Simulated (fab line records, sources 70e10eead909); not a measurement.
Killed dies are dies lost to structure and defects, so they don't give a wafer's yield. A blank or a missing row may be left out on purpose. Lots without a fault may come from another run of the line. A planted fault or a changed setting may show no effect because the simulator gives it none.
Tool commonality check | flow nand_harc | 12 lots, 36 wafers sampled

WHY IT WAS OPENED
At NHARC_END_SORT_01 the reading killed_at_periphery is flagged on 1 of 12 lots. Wafers without a fault read 3.3, standard deviation 2.4.
Rule: a lot is flagged when every wafer of it that has a number lies more than 4 standard deviations from that mean, or none has a number. The other lots count as sound.

lot  | measured     | on        | killed_at_periphery, wafer by wafer | flag
L504 | day 19 13:31 | prober-01 | 4 2 2                               |
L503 | day 19 21:18 | prober-02 | 2 2 5                               |
L506 | day 19 22:07 | prober-01 | 3 3 3                               |
L505 | day 20 17:35 | prober-02 | 3 0 3                               |
L507 | day 21 18:52 | prober-01 | 5 0 2                               |
L511 | day 22 01:53 | prober-01 | 647 647 650                         | FLAGGED
L509 | day 22 01:58 | prober-02 | 4 2 3                               |
L514 | day 23 12:39 | prober-02 | 5 12 4                              |
L513 | day 23 12:43 | prober-01 | 8 6 5                               |
L519 | day 24 14:37 | prober-01 | 6 5 0                               |
L521 | day 24 21:18 | prober-02 | 1 4 1                               |
L524 | day 25 16:45 | prober-01 | 1 6 1                               |
The numbers of the flagged lots are 648.0 on average: +644.7 against the usual, or +99 or more standard deviations.

WHICH TOOL RAN EACH LOT
The record holds 3 process steps before the reading, out of a route of 1159 steps. In each cell: the tool, then ch and the chambers that the sampled wafers went through, then the start.
lot  | flag    | NHARC_P_STI_DESCUM_14             | NHARC_P_GATE_EXPOSE_08           | NHARC_P_GATE_DESCUM_13
L504 |         | rie_diel-08 ch 0,2,3, day 3 02:47 | krf_scanner-02 ch 0, day 4 21:27 | rie_diel-06 ch 0,2, day 4 21:47
L503 |         | rie_diel-12 ch 0,1, day 3 02:46   | krf_scanner-01 ch 0, day 4 21:17 | rie_diel-13 ch 0,2, day 4 21:37
L506 |         | rie_diel-03 ch 1,3, day 3 13:50   | krf_scanner-03 ch 0, day 5 02:54 | rie_diel-06 ch 1,3, day 5 03:17
L505 |         | rie_diel-08 ch 1,3, day 3 13:40   | krf_scanner-02 ch 0, day 5 03:04 | rie_diel-06 ch 0,2, day 5 03:23
L507 |         | rie_diel-08 ch 0,1,3, day 3 23:06 | krf_scanner-03 ch 0, day 5 15:31 | rie_diel-01 ch 0,1,2, day 5 15:51
L511 | FLAGGED | rie_diel-08 ch 0,1,2, day 4 20:26 | krf_scanner-01 ch 0, day 6 12:58 | rie_diel-13 ch 0,3, day 6 13:19
L509 |         | rie_diel-08 ch 2,3, day 4 12:37   | krf_scanner-01 ch 0, day 6 03:31 | rie_diel-01 ch 0,3, day 6 03:50
L514 |         | rie_diel-08 ch 0,1,3, day 5 18:38 | krf_scanner-01 ch 0, day 7 08:01 | rie_diel-01 ch 0,2,3, day 7 08:22
L513 |         | rie_diel-12 ch 1,2,3, day 5 09:14 | krf_scanner-01 ch 0, day 7 07:56 | rie_diel-06 ch 0,2,3, day 7 08:17
L519 |         | rie_diel-03 ch 1,2,3, day 7 00:10 | krf_scanner-02 ch 0, day 8 09:33 | rie_diel-13 ch 1,2, day 8 09:53
L521 |         | rie_diel-08 ch 0,2, day 7 11:13   | krf_scanner-01 ch 0, day 8 20:51 | rie_diel-01 ch 1,2, day 8 21:10
L524 |         | rie_diel-08 ch 0,2,3, day 8 09:20 | krf_scanner-03 ch 0, day 9 21:23 | rie_diel-13 ch 0,2,3, day 9 21:47
What these steps do:
- NHARC_P_STI_DESCUM_14: chemistry O2, time 3 s.
- NHARC_P_GATE_EXPOSE_08: exposes mask P HV.
- NHARC_P_GATE_DESCUM_13: chemistry O2, time 3 s.
- NHARC_END_SORT_01

FLAGGED OVER TOTAL, TOOL BY TOOL (the gauges that took the reading come last)
step                   | tool           | lots run | flagged | share of the flagged lots | sound lots run after its first flagged lot
NHARC_P_STI_DESCUM_14  | rie_diel-03    | 2        | 0       | none                      | -
NHARC_P_STI_DESCUM_14  | rie_diel-08    | 8        | 1       | all                       | 3 (L514,L521,L524)
NHARC_P_STI_DESCUM_14  | rie_diel-12    | 2        | 0       | none                      | -
NHARC_P_GATE_EXPOSE_08 | krf_scanner-01 | 6        | 1       | all                       | 3 (L513,L514,L521)
NHARC_P_GATE_EXPOSE_08 | krf_scanner-02 | 3        | 0       | none                      | -
NHARC_P_GATE_EXPOSE_08 | krf_scanner-03 | 3        | 0       | none                      | -
NHARC_P_GATE_DESCUM_13 | rie_diel-01    | 4        | 0       | none                      | -
NHARC_P_GATE_DESCUM_13 | rie_diel-06    | 4        | 0       | none                      | -
NHARC_P_GATE_DESCUM_13 | rie_diel-13    | 4        | 1       | all                       | 2 (L519,L524)
NHARC_END_SORT_01      | prober-01      | 7        | 1       | all                       | 3 (L513,L519,L524)
NHARC_END_SORT_01      | prober-02      | 5        | 0       | none                      | -

WHAT THE TABLE ALLOWS
4 rows of the table ran every flagged lot: rie_diel-08 at NHARC_P_STI_DESCUM_14, krf_scanner-01 at NHARC_P_GATE_EXPOSE_08, rie_diel-13 at NHARC_P_GATE_DESCUM_13, prober-01 at NHARC_END_SORT_01.
- rie_diel-08 at NHARC_P_STI_DESCUM_14: 1 of its 8 lots flagged. Sound lots ran on it after the first flagged one (L514, L521, L524), which a lasting fault on the whole tool wouldn't allow.
- krf_scanner-01 at NHARC_P_GATE_EXPOSE_08: 1 of its 6 lots flagged. Sound lots ran on it after the first flagged one (L513, L514, L521), which a lasting fault on the whole tool wouldn't allow.
- rie_diel-13 at NHARC_P_GATE_DESCUM_13: 1 of its 4 lots flagged. Sound lots ran on it after the first flagged one (L519, L524), which a lasting fault on the whole tool wouldn't allow.
- prober-01 at NHARC_END_SORT_01: 1 of its 7 lots flagged. Sound lots ran on it after the first flagged one (L513, L519, L524), which a lasting fault on the whole tool wouldn't allow.
No row of the table ran every flagged lot and no sound lot after the first.

WHAT THE SIMULATOR HAD PUT IN
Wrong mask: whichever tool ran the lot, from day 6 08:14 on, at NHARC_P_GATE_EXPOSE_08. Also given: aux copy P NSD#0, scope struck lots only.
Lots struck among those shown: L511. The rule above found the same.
